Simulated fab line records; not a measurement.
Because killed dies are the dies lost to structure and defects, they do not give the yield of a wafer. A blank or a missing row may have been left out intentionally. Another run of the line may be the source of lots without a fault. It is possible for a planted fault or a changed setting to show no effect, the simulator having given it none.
Split-lot study -- flow n5_finfet -- 7 lots, 21 wafers read, on a route of 1938 steps

## THE SPLIT ITSELF
At N5_MOL_CONTACT_COAG_CVD_140 (deposits W, target thk 66.5 nm, time 215 s), the setting target_thk_a was moved away from the recipe's 665 angstrom on 3 of the 21 wafers read, by -9.2% to -5.2%. The other wafers ran this setting at the recipe's value.

Reading taken at the split's own step.

## THE READING
W_of_MOL_CONTACT_COAG_CVD_140.thk_nm (the simulator's own value, which no gauge read), in nm, at N5_MOL_CONTACT_COAG_CVD_140 (deposits W, target thk 66.5 nm, time 215 s). The file does not state a usual value for it. Average 66.7 nm, standard deviation 0.58 nm, over the 18 wafers here run with the recipe.

wafer,"tool, chamber at the split","target_thk_a as run, angstrom",against the recipe,"W_of_MOL_CONTACT_COAG_CVD_140.thk_nm, nm",against lot-mates on the recipe
L075.2,"cvd_w-01, 0",665,recipe,67.2,-
L075.3,"cvd_w-01, 0",665,recipe,67.2,-
L075.6,"cvd_w-01, 0",665,recipe,66.2,-
L079.1,"cvd_w-02, 1",665,recipe,67.8,-
L079.2,"cvd_w-02, 0",665,recipe,66.4,-
L079.5,"cvd_w-02, 0",665,recipe,67,-
L085.1,"cvd_w-02, 0",603.7,-9.2%,60,-7.4
L085.4,"cvd_w-02, 0",603.7,-9.2%,60.6,-6.8
L085.5,"cvd_w-02, 1",665,recipe,67.4,-
L087.2,"cvd_w-02, 0",665,recipe,67,-
L087.5,"cvd_w-02, 1",665,recipe,67.6,-
L087.6,"cvd_w-02, 0",665,recipe,66.4,-
L088.2,"cvd_w-02, 1",665,recipe,66.2,-
L088.4,"cvd_w-02, 1",665,recipe,66,-
L088.5,"cvd_w-02, 0",665,recipe,65.8,-
L092.1,"cvd_w-02, 1",665,recipe,66,-
L092.2,"cvd_w-02, 0",630.2,-5.2%,62,-4.1
L092.5,"cvd_w-02, 0",665,recipe,66.2,-
L097.2,"cvd_w-01, 0,1",665,recipe,67,-
L097.3,"cvd_w-01, 0,1",665,recipe,67,-
L097.4,"cvd_w-01, 0",665,recipe,66.6,-
If several chambers appear in one row, that row covers several wafers at once and the file leaves open which wafer was in which chamber.

FIT RESULTS
A straight line over all 21 wafers: W_of_MOL_CONTACT_COAG_CVD_140.thk_nm changes by +0.723 nm for each +1% of target_thk_a; r = +0.96; the points scatter about the line by 0.62 nm.
The same after taking each lot's own level away (the mean of its wafers on the recipe; 21 wafers): +0.772 nm for each +1%; r = +0.99; scatter 0.38 nm.
According to that fit, moving target_thk_a by its largest amount changes the reading by 7.1 nm.
The span of the lots' own levels, 66.00 to 67.40 nm, comes to 2.4 times the standard deviation stated above.
Consequently the slope shifts little with the lot-to-lot level, the two slopes agreeing.
Check: -6.9 nm against its lot-mates is what the line predicts for one of the wafers moved furthest among these (-9.2%) when that wafer is left out of the fit. It came out at -7.4 nm against them.

## THE OTHER SPLITS THESE WAFERS WENT THROUGH
Note: prior to the reading, these wafers also went through further splits. Each is held against what the fit with the lots' levels taken away leaves over:
other split on the same wafers,wafers away from the commonest value,r with W_of_MOL_CONTACT_COAG_CVD_140.thk_nm (lot level and that fit taken away)
N5_SD_EPI_P_COAT_34 spin_rpm,4,-0.12
N5_HKMG_FIN_DESCUM_53 time_s,6,+0.23
N5_GATE_CUT_ALD_22 ald_cycles,5,-0.12
N5_MOL_CONTACT_COAG_ALD_27 ald_cycles,10,+0.28
N5_MOL_CONTACT_COAG_PECVD_31 temp_c,5,+0.44

## FILE'S OWN FIT
W_of_MOL_CONTACT_COAG_CVD_140.thk_nm changes by +0.773 nm for each +1% of target_thk_a, r = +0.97.
